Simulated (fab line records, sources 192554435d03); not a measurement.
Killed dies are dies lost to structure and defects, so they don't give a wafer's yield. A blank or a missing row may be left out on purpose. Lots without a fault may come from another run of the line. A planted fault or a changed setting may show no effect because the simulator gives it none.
Chamber matching | flow n5_finfet | N5_STI_FIN_REVEAL_ETCHBACK_08 on rie_diel-01: 4 sister chambers
The step etches SiO2 in C4F6/O2, target depth 30.5 nm, time 10.167 s. 4 wafers are shown with their chamber, then 7 later ones without.

WAFERS WITH THEIR CHAMBER
wafer  | chamber | showerhead_plenum_p_Torr (Torr)
L080.6 | 1       | 2.91
L082.1 | 2       | 2.96
L083.1 | 0       | 2.89
L083.2 | 3       | 2.97

WAFERS WITHOUT THEIR CHAMBER
wafer  | showerhead_plenum_p_Torr (Torr)
L083.4 | 2.91
L090.1 | 2.90
L090.4 | 2.95
L090.5 | 2.95
L092.3 | 2.95
L092.4 | 2.96
L092.6 | 2.95

WHICH CHAMBER EACH WENT THROUGH
wafer  | from the rows above     | in truth
L083.4 | 1                       | 1
L090.1 | can't be placed: 0 or 1 | 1
L090.4 | can't be placed: 2 or 3 | 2
L090.5 | can't be placed: 2 or 3 | 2
L092.3 | can't be placed: 2 or 3 | 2
L092.4 | can't be placed: 2 or 3 | 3
L092.6 | can't be placed: 2 or 3 | 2
Placed correctly: 1 of 7. Can't be placed from these rows: 6 (the true chamber is among the candidates in 6). Placed wrongly: 0.
How it was worked out, from the rows above alone: a wafer's distance from a chamber is the root of the sum, over the readings, of the square of ((its reading less the chamber's mean) divided by the reading's scatter). The wafer belongs to the nearest chamber; if the next one is less than 2 further off, it can't be placed. A chamber's mean is the mean of its shown wafers. The scatter: with one shown wafer a chamber, the root of the mean of the squares of how far each hidden wafer lies from its nearest shown one.
